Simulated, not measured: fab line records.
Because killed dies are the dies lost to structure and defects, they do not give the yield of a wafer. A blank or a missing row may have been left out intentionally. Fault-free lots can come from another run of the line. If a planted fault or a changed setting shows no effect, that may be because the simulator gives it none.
fab line records + flow n5-finfet
[record]
- lots = 12
- wafers = 33
- last-day = 18
route steps=1938 shown BEOL_M6@1197 BEOL_M7@1265 PASSIVATION@1936
lots untouched by any fault: they come from a run of this same line in which no faults occurred
start-h: the number of hours between the record's first day and the start of the first shown wafer of the lot + wait-h: hours since the lot's step before + " as in the row above + L1.1+2: a row that stands for several wafers + - no value present, or no start provided + * or withheld: withheld + < > ~ a bound
route shown NAME@n: a module of which the file shows steps, and the number in the route of the first + usual: average and standard deviation across the fault-free wafers + same: alike in all rows + chamber/n: place in a boat + sites: the reading at each site + _std_site: how widely they spread, as a standard deviation + _edge_site: inner sites' mean taken away from outer sites' mean + radius-mm: for every site, how far away it sits from the centre of the wafer + mask NAME#n: copy n + behind: the tool/chamber that last shaped the wafer + hold: cause of the lot's hold/its duration in hours/its outcome + device: transistor that didn't switch, given as n, p or np + end of line: the same wafers' tests at the end of the route + step lacking rows: just its recipe + killed: the dies lost at the first sort to structure and to defects; this is not the yield of the wafer + map: a wafer's dies, x killed, . not, _ none there
set.NAME: the setting the step ran with; set.NAME@STEP: the setting that earlier step ran with + model.NAME: the simulator's own value behind a step, which no gauge read
steps of the route over a sample of lots; a table a step, a row a wafer
services: a tool's chamber out of use, with start hour (start-h, from the record's first day; less than 0 if before it), hours out, and reason
[[steps]]
[step N5_BEOL_M6_PECVD_70]
[recipe]
- material = SiO2
- target-thk-a = 200
- temp-c = 400
- precursor = TEOS/O2
- pressure-torr = 5.5
- rf-w = 450
- teos-flow-sccm = 53.8
- gas = O2
- flow-sccm = 3000
- time-s = 22.7
[usual]
- heater-power-w = 746/96
- showerhead-plenum-p-Torr = 8.78/0.063
- throttle-valve-pct = 22.8/1.1
| lot.wafer | tool     | chamber | start-h | wait-h | heater-power-w | showerhead-plenum-p-Torr | throttle-valve-pct |
|-----------|----------|---------|---------|--------|----------------|--------------------------|--------------------|
| L633.1    | pecvd-03 | 1       | 201.96  | 0.0    | 843            | 8.81                     | 24.7               |
| L633.4    | "        | 2       | "       | "      | 740            | 8.75                     | 22.0               |
| L633.6    | "        | 0       | "       | "      | 660            | 8.78                     | 23.1               |
| L634.3    | pecvd-02 | 0       | 206.00  | 0.0    | 673            | 8.77                     | 22.3               |
| L634.5    | "        | 2       | "       | "      | 662            | 8.66                     | 21.2               |
| L634.6    | "        | 1       | "       | "      | 685            | 8.92                     | 22.7               |
| L636.1    | pecvd-03 | 1       | 217.29  | 0.0    | 870            | 8.78                     | 24.5               |
| L636.3    | "        | 0       | "       | "      | 632            | 8.76                     | 23.2               |
| L636.4    | "        | 1       | "       | "      | 852            | 8.80                     | 24.6               |
| L637.1    | pecvd-03 | 1       | 230.24  | 0.0    | 797            | 8.80                     | 24.5               |
| L637.3    | "        | 0       | "       | "      | 647            | 8.77                     | 23.1               |
| L637.4    | "        | 0       | "       | "      | 644            | 8.78                     | 23.3               |
| L639.3    | pecvd-02 | 1       | 239.57  | 0.0    | 736            | 8.93                     | 22.8               |
| L639.5    | "        | 1       | "       | "      | 748            | 8.91                     | 22.7               |
| L639.6    | "        | 0       | "       | "      | 775            | 8.78                     | 22.4               |
| L641.4    | pecvd-03 | 2       | 253.70  | 0.1    | 722            | 8.74                     | 22.1               |
| L641.5    | "        | 2       | "       | "      | 722            | 8.76                     | 22.3               |
| L644.1    | pecvd-03 | 2       | 262.00  | 0.0    | 735            | 8.77                     | 22.1               |
| L644.5    | "        | 2       | "       | "      | 736            | 8.75                     | 22.3               |
| L645.1    | pecvd-03 | 0       | 262.27  | 0.0    | 660            | 8.76                     | 23.2               |
| L645.4    | "        | 0       | "       | "      | 664            | 8.80                     | 22.8               |
| L647.4    | pecvd-04 | 1       | 277.57  | 0.1    | 899            | 8.82                     | 25.0               |
| L647.5    | "        | 0       | "       | "      | 831            | 8.80                     | 23.4               |
| L647.6    | "        | 2       | "       | "      | 764            | 8.74                     | 21.4               |
| L653.1    | pecvd-02 | 0       | 330.28  | 0.0    | 788            | 8.78                     | 22.3               |
| L653.4    | "        | 0       | "       | "      | 800            | 8.78                     | 22.1               |
| L653.5    | "        | 1       | "       | "      | 755            | 8.91                     | 22.6               |
| L655.2    | pecvd-03 | 0       | 331.18  | 0.0    | 664            | 8.77                     | 23.1               |
| L655.3    | "        | 1       | "       | "      | 875            | 8.79                     | 24.5               |
| L655.5    | "        | 0       | "       | "      | 666            | 8.75                     | 23.2               |
| L654.1    | pecvd-02 | 1       | 338.24  | 0.0    | 733            | 8.91                     | 22.7               |
| L654.2    | "        | 0       | "       | "      | 790            | 8.77                     | 21.9               |
| L654.5    | "        | 1       | "       | "      | 730            | 8.93                     | 22.6               |
[step N5_BEOL_M6_PRE_CLEAN_45]
[recipe]
- gas = H2/He
- time-s = 30
- temp-c = 250
[usual]
- heater-power-w = 340/28
| lot.wafer | tool           | chamber | start-h | wait-h | heater-power-w |
|-----------|----------------|---------|---------|--------|----------------|
| L633.1    | pvd-sputter-02 | -       | 207.51  | 0.0    | 298            |
| L633.4    | "              | -       | "       | "      | 363            |
| L633.6    | "              | -       | "       | "      | 353            |
| L634.3    | pvd-sputter-01 | -       | 211.52  | 0.0    | 364            |
| L634.5    | "              | -       | "       | "      | 369            |
| L634.6    | "              | -       | "       | "      | 318            |
| L636.1    | pvd-sputter-01 | -       | 220.39  | 0.0    | 312            |
| L636.3    | "              | -       | "       | "      | 361            |
| L636.4    | "              | -       | "       | "      | 372            |
| L637.1    | pvd-sputter-03 | -       | 238.03  | 0.0    | 327            |
| L637.3    | "              | -       | "       | "      | 331            |
| L637.4    | "              | -       | "       | "      | 318            |
| L639.3    | pvd-sputter-03 | -       | 245.74  | 0.0    | 350            |
| L639.5    | "              | -       | "       | "      | 333            |
| L639.6    | "              | -       | "       | "      | 318            |
| L641.4    | pvd-sputter-01 | -       | 260.95  | 0.0    | 295            |
| L641.5    | "              | -       | "       | "      | 317            |
| L644.1    | pvd-sputter-03 | -       | 267.69  | 0.0    | 332            |
| L644.5    | "              | -       | "       | "      | 333            |
| L645.1    | pvd-sputter-02 | -       | 267.88  | 0.0    | 352            |
| L645.4    | "              | -       | "       | "      | 365            |
| L647.4    | pvd-sputter-02 | -       | 282.55  | 0.0    | 372            |
| L647.5    | "              | -       | "       | "      | 339            |
| L647.6    | "              | -       | "       | "      | 360            |
| L655.2    | pvd-sputter-03 | -       | 342.49  | 0.0    | 328            |
| L655.3    | "              | -       | "       | "      | 342            |
| L655.5    | "              | -       | "       | "      | 339            |
| L653.1    | pvd-sputter-01 | -       | 344.34  | 0.0    | 357            |
| L653.4    | "              | -       | "       | "      | 308            |
| L653.5    | "              | -       | "       | "      | 299            |
| L654.1    | pvd-sputter-01 | -       | 346.90  | 0.0    | 319            |
| L654.2    | "              | -       | "       | "      | 354            |
| L654.5    | "              | -       | "       | "      | 361            |
[step N5_BEOL_M6_CMP_52]
[recipe]
- stop-on = SiCOH_lowk
- t-overpolish-s = 6.9
- down-force-psi = 1
- platen-rpm = 50
- clearing-platen-down-force-psi = 1.5
- clearing-platen-rpm = 50
- post-cmp-clean = cu-alkaline
- target-thk-nm = 80
- clearing-platen-pad-velocity-m-s = 0.99484
- pad-velocity-m-s = 0.99484
[usual]
- barrier-field-endpoint-s = 28.9/0.68
- clearing-platen-down-force-psi = 1.500/0.0031
- motor-current-A = 5.8/0.63
| lot.wafer | tool   | chamber | start-h | wait-h | barrier-field-endpoint-s | clearing-platen-down-force-psi | motor-current-A |
|-----------|--------|---------|---------|--------|--------------------------|--------------------------------|-----------------|
| L633.4    | cmp-02 | 3       | 208.61  | 0.1    | 28.9                     | 1.501                          | 5.4             |
| L633.1    | "      | 0       | "       | "      | 27.9                     | 1.500                          | 5.7             |
| L633.6    | "      | 0       | "       | "      | 28.9                     | 1.496                          | 5.7             |
| L634.3    | cmp-02 | 2       | 214.78  | 0.2    | 28.6                     | 1.503                          | 5.2             |
| L634.6    | "      | 0       | "       | "      | 29.2                     | 1.502                          | 5.7             |
| L634.5    | "      | 1       | "       | "      | 29.6                     | 1.501                          | 5.3             |
| L636.4    | cmp-03 | 1       | 223.60  | 0.1    | 29.0                     | 1.498                          | 5.2             |
| L636.3    | "      | 3       | "       | "      | 28.3                     | 1.499                          | 5.8             |
| L636.1    | "      | 0       | "       | "      | 29.3                     | 1.496                          | 6.9             |
| L637.1    | cmp-01 | 2       | 239.14  | 0.3    | 28.0                     | 1.502                          | 6.8             |
| L637.3    | "      | 3       | "       | "      | 28.4                     | 1.497                          | 6.7             |
| L637.4    | "      | 1       | "       | "      | 28.9                     | 1.501                          | 6.7             |
| L639.3    | cmp-01 | 3       | 246.92  | 0.2    | 28.6                     | 1.502                          | 6.5             |
| L639.6    | "      | 1       | "       | "      | 28.9                     | 1.501                          | 6.8             |
| L639.5    | "      | 2       | "       | "      | 28.7                     | 1.501                          | 7.4             |
| L641.4    | cmp-03 | 0       | 262.89  | 0.2    | 34.1                     | 1.500                          | 6.8             |
| L641.5    | "      | 3       | "       | "      | 28.4                     | 1.503                          | 5.4             |
| L644.1    | cmp-02 | 1       | 269.75  | 0.4    | 32.9                     | 1.493                          | 5.1             |
| L644.5    | "      | 2       | "       | "      | 28.5                     | 1.497                          | 5.5             |
| L645.1    | cmp-03 | 3       | 269.80  | 0.3    | 31.8                     | 1.496                          | 5.5             |
| L645.4    | "      | 0       | "       | "      | 33.9                     | 1.499                          | 6.8             |
| L647.4    | cmp-03 | 1       | 283.90  | 0.1    | 29.5                     | 1.506                          | 5.3             |
| L647.5    | "      | 1       | "       | "      | 29.6                     | 1.507                          | 5.5             |
| L647.6    | "      | 2       | "       | "      | 29.7                     | 1.497                          | 5.5             |
| L655.2    | cmp-03 | 1       | 344.44  | 0.5    | 29.0                     | 1.503                          | 5.3             |
| L655.3    | "      | 2       | "       | "      | 29.3                     | 1.502                          | 5.7             |
| L655.5    | "      | 3       | "       | "      | 28.9                     | 1.499                          | 5.1             |
| L653.4    | cmp-02 | 3       | 347.11  | 0.1    | 30.3                     | 1.502                          | 5.4             |
| L653.1    | "      | 0       | "       | "      | 29.1                     | 1.499                          | 5.5             |
| L653.5    | "      | 3       | "       | "      | 29.2                     | 1.500                          | 5.2             |
| L654.1    | cmp-02 | 0       | 348.40  | 0.3    | 28.3                     | 1.496                          | 5.7             |
| L654.2    | "      | 2       | "       | "      | 28.1                     | 1.501                          | 5.4             |
| L654.5    | "      | 0       | "       | "      | 29.0                     | 1.498                          | 5.4             |
[step N5_BEOL_M6_THK_MEAS_53]
[recipe]
- thk-meas-gauge = xrf
- reads = Cu_of_BEOL_M6_ECD_50
[usual]
- M6_THK = 80.1/1.6
| lot.wafer | tool          | chamber | start-h | wait-h | M6_THK[nm] |
|-----------|---------------|---------|---------|--------|------------|
| L633.1    | film-metro-01 | -       | 208.91  | -      | 81.5       |
| L633.4    | "             | -       | "       | "      | 79.3       |
| L633.6    | "             | -       | "       | "      | 80.0       |
| L634.3    | film-metro-01 | -       | 215.00  | -      | 78.1       |
| L634.5    | "             | -       | "       | "      | 80.5       |
| L634.6    | "             | -       | "       | "      | 82.3       |
| L636.1    | film-metro-01 | -       | 223.90  | -      | 81.2       |
| L636.3    | "             | -       | "       | "      | 80.2       |
| L636.4    | "             | -       | "       | "      | 81.3       |
| L637.1    | film-metro-01 | -       | 239.43  | -      | 82.3       |
| L637.3    | "             | -       | "       | "      | 80.2       |
| L637.4    | "             | -       | "       | "      | 80.0       |
| L639.3    | film-metro-01 | -       | 247.14  | -      | 76.5       |
| L639.5    | "             | -       | "       | "      | 79.3       |
| L639.6    | "             | -       | "       | "      | 79.8       |
| L641.4    | film-metro-01 | -       | 263.11  | -      | 79.6       |
| L641.5    | "             | -       | "       | "      | 79.0       |
| L644.1    | film-metro-01 | -       | 269.93  | -      | 79.2       |
| L644.5    | "             | -       | "       | "      | 79.8       |
| L645.1    | film-metro-02 | -       | 270.10  | -      | 81.3       |
| L645.4    | "             | -       | "       | "      | 84.0       |
| L647.4    | film-metro-01 | -       | 284.19  | -      | 81.1       |
| L647.5    | "             | -       | "       | "      | 80.3       |
| L647.6    | "             | -       | "       | "      | 82.4       |
| L655.2    | film-metro-02 | -       | 344.66  | -      | 78.7       |
| L655.3    | "             | -       | "       | "      | 78.5       |
| L655.5    | "             | -       | "       | "      | 81.4       |
| L653.1    | film-metro-02 | -       | 347.40  | -      | 79.0       |
| L653.4    | "             | -       | "       | "      | 80.8       |
| L653.5    | "             | -       | "       | "      | 80.1       |
| L654.1    | film-metro-01 | -       | 348.69  | -      | 79.1       |
| L654.2    | "             | -       | "       | "      | 79.3       |
| L654.5    | "             | -       | "       | "      | 80.2       |
[step N5_BEOL_M7_THK_MEAS_01]
[recipe]
- reads = SiCOH_lowk_of_BEOL_M7_ILD_DEP_00
[usual]
- M7_ILD_THK = 155.0/1.8
| lot.wafer | tool          | chamber | start-h | wait-h | M7_ILD_THK[nm] |
|-----------|---------------|---------|---------|--------|----------------|
| L633.1    | film-metro-02 | -       | 211.12  | 1.6    | 153.4          |
| L633.4    | "             | -       | "       | "      | 156.0          |
| L633.6    | "             | -       | "       | "      | 156.2          |
| L634.3    | film-metro-01 | -       | 216.30  | 0.5    | 152.7          |
| L634.5    | "             | -       | "       | "      | 153.9          |
| L634.6    | "             | -       | "       | "      | 155.3          |
| L636.1    | film-metro-02 | -       | 224.69  | 0.4    | 152.8          |
| L636.3    | "             | -       | "       | "      | 155.3          |
| L636.4    | "             | -       | "       | "      | 155.9          |
| L637.1    | film-metro-01 | -       | 240.20  | 0.4    | 155.1          |
| L637.3    | "             | -       | "       | "      | 156.8          |
| L637.4    | "             | -       | "       | "      | 156.2          |
| L639.3    | film-metro-01 | -       | 247.91  | 0.3    | 152.2          |
| L639.5    | "             | -       | "       | "      | 156.8          |
| L639.6    | "             | -       | "       | "      | 156.5          |
| L641.4    | film-metro-01 | -       | 263.90  | 0.2    | 159.2          |
| L641.5    | "             | -       | "       | "      | 158.1          |
| L644.1    | film-metro-01 | -       | 270.70  | 0.4    | 153.6          |
| L644.5    | "             | -       | "       | "      | 157.3          |
| L645.1    | film-metro-01 | -       | 270.91  | 0.4    | 153.1          |
| L645.4    | "             | -       | "       | "      | 156.2          |
| L647.4    | film-metro-02 | -       | 284.98  | 0.2    | 156.3          |
| L647.5    | "             | -       | "       | "      | 157.5          |
| L647.6    | "             | -       | "       | "      | 154.9          |
| L655.2    | film-metro-01 | -       | 346.10  | 0.7    | 155.7          |
| L655.3    | "             | -       | "       | "      | 154.9          |
| L655.5    | "             | -       | "       | "      | 156.0          |
| L653.1    | film-metro-02 | -       | 348.23  | 0.4    | 151.7          |
| L653.4    | "             | -       | "       | "      | 155.7          |
| L653.5    | "             | -       | "       | "      | 154.6          |
| L654.1    | film-metro-01 | -       | 349.49  | 0.4    | 152.0          |
| L654.2    | "             | -       | "       | "      | 154.9          |
| L654.5    | "             | -       | "       | "      | 156.2          |
[step N5_PASSIVATION_PROBE_49]
[usual]
- defect-limited-yield = 91.2/1.4
- killed_at_M0_to_M3 = 35/11
- killed_at_M4_up = 14/5.6
- killed-at-contacts = 12/5.6
- killed-at-front-end = 38/11
- killed-at-other = 4/3.4
- killed-dies = 103/17
- killed-open = 68/12
- killed-short = 33/8.8
- sort_bin_4_leakage = 0.00/0.007
- sort_bin_5_function = 5.1/0.89
- sort_bin_6_memory = 3.3/0.71
- sort-n-pass = 1077/17
- sort-yield-pct = 91.2/1.4
[same]
- gross-dies = 1180
- killed-at-back-side = 0
- sort_bin_8_speed[%] = 0
| lot.wafer | tool      | chamber | start-h | wait-h | defect-limited-yield[%] | killed_at_M0_to_M3 | killed_at_M4_up | killed-at-contacts | killed-at-front-end | killed-at-other | killed-dies | killed-open | killed-short | sort_bin_4_leakage[%] | sort_bin_5_function[%] | sort_bin_6_memory[%] | sort-n-pass | sort-yield-pct[%] |
|-----------|-----------|---------|---------|--------|-------------------------|--------------------|-----------------|--------------------|---------------------|-----------------|-------------|-------------|--------------|-----------------------|------------------------|----------------------|-------------|-------------------|
| L636.1    | prober-02 | -       | 306.60  | 0.0    | 89.5                    | 59                 | 13              | 4                  | 48                  | 0               | 124         | 80          | 37           | 0                     | 6.4                    | 3.3                  | 1056        | 89.5              |
| L636.3    | prober-02 | -       | 306.70  | 0.1    | 89.9                    | 47                 | 12              | 8                  | 49                  | 3               | 119         | 78          | 36           | 0                     | 5.8                    | 3.6                  | 1061        | 89.9              |
| L636.4    | prober-02 | -       | 306.75  | 0.2    | 91.4                    | 31                 | 15              | 14                 | 38                  | 3               | 101         | 65          | 34           | 0                     | 4.7                    | 3.6                  | 1079        | 91.4              |
| L637.1    | prober-01 | -       | 325.75  | 0.0    | 91.1                    | 33                 | 18              | 16                 | 35                  | 3               | 105         | 71          | 34           | 0                     | 5.0                    | 3.5                  | 1075        | 91.1              |
| L637.3    | prober-01 | -       | 325.85  | 0.1    | 91.3                    | 36                 | 12              | 14                 | 39                  | 2               | 103         | 66          | 36           | 0                     | 5.5                    | 3.1                  | 1077        | 91.3              |
| L637.4    | prober-01 | -       | 325.90  | 0.2    | 91.9                    | 32                 | 15              | 17                 | 29                  | 3               | 96          | 68          | 28           | 0                     | 4.4                    | 3.3                  | 1084        | 91.9              |
| L639.3    | prober-02 | -       | 334.77  | 0.1    | 92.5                    | 28                 | 17              | 9                  | 29                  | 5               | 88          | 57          | 28           | 0                     | 3.7                    | 3.6                  | 1092        | 92.5              |
| L639.5    | prober-02 | -       | 334.87  | 0.2    | 92.1                    | 28                 | 11              | 14                 | 31                  | 9               | 93          | 68          | 24           | 0                     | 4.9                    | 2.8                  | 1087        | 92.1              |
| L639.6    | prober-02 | -       | 334.92  | 0.3    | 92.8                    | 26                 | 21              | 10                 | 26                  | 2               | 85          | 52          | 31           | 0                     | 4.5                    | 2.4                  | 1095        | 92.8              |
| L645.1    | prober-02 | -       | 353.12  | 0.0    | 90.2                    | 25                 | 9               | 24                 | 43                  | 15              | 116         | 66          | 46           | 0                     | 5.9                    | 3.5                  | 1064        | 90.2              |
| L645.4    | prober-02 | -       | 353.27  | 0.2    | 90.3                    | 41                 | 5               | 21                 | 39                  | 8               | 114         | 81          | 29           | 0                     | 6.7                    | 2.7                  | 1066        | 90.3              |
| L644.1    | prober-02 | -       | 357.23  | 0.0    | 91.7                    | 50                 | 8               | 8                  | 30                  | 2               | 98          | 64          | 33           | 0                     | 4.3                    | 3.7                  | 1082        | 91.7              |
| L644.5    | prober-02 | -       | 357.43  | 0.2    | 91.0                    | 52                 | 8               | 9                  | 35                  | 2               | 106         | 82          | 19           | 0                     | 5.1                    | 3.3                  | 1074        | 91.0              |
| L654.1    | prober-02 | -       | 438.55  | 0.0    | 91.4                    | 36                 | 10              | 5                  | 48                  | 3               | 102         | 64          | 38           | 0                     | 4.7                    | 3.6                  | 1078        | 91.4              |
| L654.2    | prober-02 | -       | 438.60  | 0.1    | 93.9                    | 19                 | 16              | 7                  | 29                  | 1               | 72          | 46          | 26           | 0                     | 4.2                    | 1.4                  | 1108        | 93.9              |
| L654.5    | prober-02 | -       | 438.75  | 0.2    | 90.7                    | 23                 | 23              | 13                 | 48                  | 3               | 110         | 79          | 30           | 0                     | 6.3                    | 2.8                  | 1070        | 90.7              |
// killed by level:class
L636.1 BEOL_M1:geometric-particle:open=13 BEOL_M2:geometric-particle:open=10 BEOL_M3:geometric-particle:open=10 BEOL_M0_SAQP:geometric-particle:short=9 FIN_SAQP:geometric-particle:open=8 BEOL_M0_SAQP:geometric-particle:open=8 FIN_SAQP:geometric-particle:short=7 DUMMY_GATE:geometric-particle:open=7
L636.3 BEOL_M2:geometric-particle:open=15 FIN_SAQP:geometric-particle:open=12 BEOL_M0_SAQP:geometric-particle:short=10 FIN_SAQP:geometric-particle:short=7 BEOL_M0_SAQP:geometric-particle:open=7 MOL_CONTACT_COAG:geometric-particle:open=6 STI_FIN_REVEAL:geometric-particle:open=5 BEOL_M3:geometric-particle:open=5
L636.4 MOL_CONTACT_COAG:geometric-particle:open=12 BEOL_M0_SAQP:geometric-particle:open=8 BEOL_M0_SAQP:geometric-particle:short=7 BEOL_M2:geometric-particle:open=7 FIN_SAQP:geometric-particle:short=6 STI_FIN_REVEAL:geometric-particle:open=6 DUMMY_GATE:geometric-particle:open=6 BEOL_M4:geometric-particle:open=6
L637.1 MOL_CONTACT_COAG:geometric-particle:open=13 BEOL_M0_SAQP:geometric-particle:short=11 BEOL_M0_SAQP:geometric-particle:open=10 BEOL_M4:geometric-particle:open=7 FIN_SAQP:geometric-particle:open=5 STI_FIN_REVEAL:geometric-particle:open=5 BEOL_M3:geometric-particle:open=5 STARTING-WAFER:geometric-particle:short=5
L637.3 MOL_CONTACT_COAG:geometric-particle:open=14 FIN_SAQP:geometric-particle:open=8 FIN_SAQP:geometric-particle:short=8 BEOL_M0_SAQP:geometric-particle:short=8 BEOL_M0_SAQP:geometric-particle:open=7 BEOL_M2:geometric-particle:open=7 DUMMY_GATE:geometric-particle:open=6 STI_FIN_REVEAL:geometric-particle:open=4
L637.4 MOL_CONTACT_COAG:geometric-particle:open=17 FIN_SAQP:geometric-particle:open=10 BEOL_M4:geometric-particle:open=10 BEOL_M0_SAQP:geometric-particle:short=7 BEOL_M2:geometric-particle:open=6 DUMMY_GATE:geometric-particle:open=5 BEOL_M3:geometric-particle:short=5 BEOL_M0_SAQP:geometric-particle:open=4
L639.3 BEOL_M1:geometric-particle:open=11 MOL_CONTACT_COAG:geometric-particle:open=8 BEOL_M2:geometric-particle:open=8 BEOL_M4:geometric-particle:open=6 FIN_SAQP:geometric-particle:short=4 FIN_SAQP:geometric-particle:open=4 STARTING-WAFER:geometric-particle:short=4 DUMMY_GATE:geometric-particle:open=4
L639.5 MOL_CONTACT_COAG:geometric-particle:open=11 BEOL_M2:geometric-particle:open=7 FIN_SAQP:geometric-particle:open=6 BEOL_M1:geometric-particle:open=5 BEOL_M3:geometric-particle:open=5 BEOL_M4:geometric-particle:open=5 BEOL_M0_SAQP:geometric-particle:open=4 GATE_CUT:geometric-particle:open=3
L639.6 BEOL_M4:geometric-particle:open=9 MOL_CONTACT_COAG:geometric-particle:open=7 BEOL_M1:geometric-particle:open=7 BEOL_M0:geometric-particle:open=6 BEOL_M2:geometric-particle:open=5 STARTING-WAFER:geometric-particle:open=5 BEOL_M4:geometric-particle:short=4 STARTING-WAFER:geometric-particle:short=4
L645.1 MOL_CONTACT_COAG:geometric-particle:open=19 STI_FIN_REVEAL:geometric-particle:open=9 GATE_CUT:geometric-particle:short=8 BEOL_M1:geometric-particle:open=5 BEOL_M1:geometric-particle:short=5 BEOL_M2:geometric-particle:open=5 MIM_TOP_ETCH:geometric-particle:short=5 DUMMY_GATE:geometric-particle:short=4
L645.4 MOL_CONTACT_COAG:geometric-particle:open=16 STI_FIN_REVEAL:geometric-particle:open=12 BEOL_M1:geometric-particle:open=12 BEOL_M2:geometric-particle:open=11 FIN_SAQP:geometric-particle:short=6 MIM_TOP:geometric-particle:open=5 GATE_CUT:geometric-particle:short=4 BEOL_M0_SAQP:geometric-particle:open=4
L644.1 BEOL_M0_SAQP:geometric-particle:open=15 FIN_SAQP:geometric-particle:short=9 BEOL_M0_SAQP:geometric-particle:short=9 BEOL_M1:geometric-particle:open=9 BEOL_M3:geometric-particle:open=9 MOL_CONTACT_COAG:geometric-particle:open=7 FIN_SAQP:geometric-particle:open=5 STI_FIN_REVEAL:geometric-particle:open=5
L644.5 BEOL_M3:geometric-particle:open=15 BEOL_M2:geometric-particle:open=11 FIN_SAQP:geometric-particle:open=10 MOL_CONTACT_COAG:geometric-particle:open=8 DUMMY_GATE:geometric-particle:open=7 BEOL_M0_SAQP:geometric-particle:short=7 BEOL_M1:geometric-particle:open=7 BEOL_M0_SAQP:geometric-particle:open=6
L654.1 BEOL_M0_SAQP:geometric-particle:short=13 DUMMY_GATE:geometric-particle:open=11 FIN_SAQP:geometric-particle:open=7 STI_FIN_REVEAL:geometric-particle:open=7 BEOL_M4:geometric-particle:open=7 BEOL_M0_SAQP:geometric-particle:open=6 MOL_CONTACT_COAG:geometric-particle:open=5 BEOL_M1:geometric-particle:short=5
L654.2 BEOL_M4:geometric-particle:open=6 BEOL_M5:geometric-particle:open=6 FIN_SAQP:geometric-particle:short=5 BEOL_M1:geometric-particle:open=5 DUMMY_GATE:geometric-particle:open=4 MOL_CONTACT_COAG:geometric-particle:short=4 BEOL_M0:geometric-particle:open=4 STI_FIN_REVEAL:geometric-particle:open=3
L654.5 STI_FIN_REVEAL:geometric-particle:open=18 MOL_CONTACT_COAG:geometric-particle:open=13 FIN_SAQP:geometric-particle:short=8 BEOL_M0_SAQP:geometric-particle:open=7 BEOL_M4:geometric-particle:open=7 BEOL_M2:geometric-particle:open=6 BEOL_M5:geometric-particle:open=6 STI_FIN_REVEAL:geometric-particle:short=4
[[services]]
| tool           | chamber | start-h | hours | kind                           |
|----------------|---------|---------|-------|--------------------------------|
| cmp-01         | -       | 178.17  | 4.0   | pm                             |
| cmp-01         | -       | 182.17  | -     | consumable-replace:conditioner |
| cmp-01         | -       | 182.17  | -     | consumable-replace:pad         |
| cmp-01         | -       | 183.39  | 0.2   | repair                         |
| pecvd-02       | 2       | 212.62  | 8.6   | repair                         |
| cmp-01         | -       | 240.40  | 0.8   | repair                         |
| cmp-03         | -       | 240.84  | 7.0   | pm                             |
| pecvd-03       | 1       | 241.93  | 22.3  | repair                         |
| cmp-01         | -       | 262.66  | 2.6   | repair                         |
| pecvd-02       | 2       | 267.49  | 5.5   | scheduled-down                 |
| cmp-01         | -       | 269.90  | 1.7   | repair                         |
| pecvd-02       | 1       | 272.95  | 2.1   | scheduled-down                 |
| pecvd-02       | 0       | 279.07  | 4.1   | repair                         |
| cmp-03         | -       | 279.49  | 4.0   | pm                             |
| pecvd-03       | 2       | 280.60  | 5.5   | scheduled-down                 |
| cmp-03         | -       | 283.49  | -     | consumable-replace:conditioner |
| cmp-03         | -       | 283.49  | -     | consumable-replace:pad         |
| pvd-sputter-02 | -       | 310.46  | 4.5   | repair                         |
| pecvd-02       | 1       | 319.10  | 5.5   | scheduled-down                 |
| pvd-sputter-02 | -       | 324.98  | 1.7   | repair                         |
| pvd-sputter-03 | -       | 330.58  | 2.5   | repair                         |
| pvd-sputter-03 | -       | 333.25  | 7.2   | repair                         |
| pecvd-02       | -       | 339.09  | 14.6  | pm                             |
| pvd-sputter-02 | -       | 343.85  | 3.3   | repair                         |
[[key]]
[first-sign]
- step = N5_BEOL_M6_CMP_52
- reading = barrier-field-endpoint-s
- direction = up
- sigmas = 6.3
- usual = 28.9
- struck = 33.2
effect none on later readings
met-at N5_BEOL_M6_PECVD_70
struck-lots L641,L644,L645
struck-wafers L641.4,L644.1,L645.1,L645.4
not-acting-at N5_BEOL_M6_PRE_CLEAN_45,N5_BEOL_M6_THK_MEAS_53,N5_BEOL_M7_THK_MEAS_01
onset-between 230.24 253.70
[fault]
- kind = process-parameter-drift
- tool = pecvd-03
- chamber = -
- onset-h = 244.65
- steps = N5_BEOL_M6_PECVD_70
- channel = time-s
- offset = *
- shape = step
- end-h = 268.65
- scope = struck-wafers-only
- acts-in = *
- stated = *
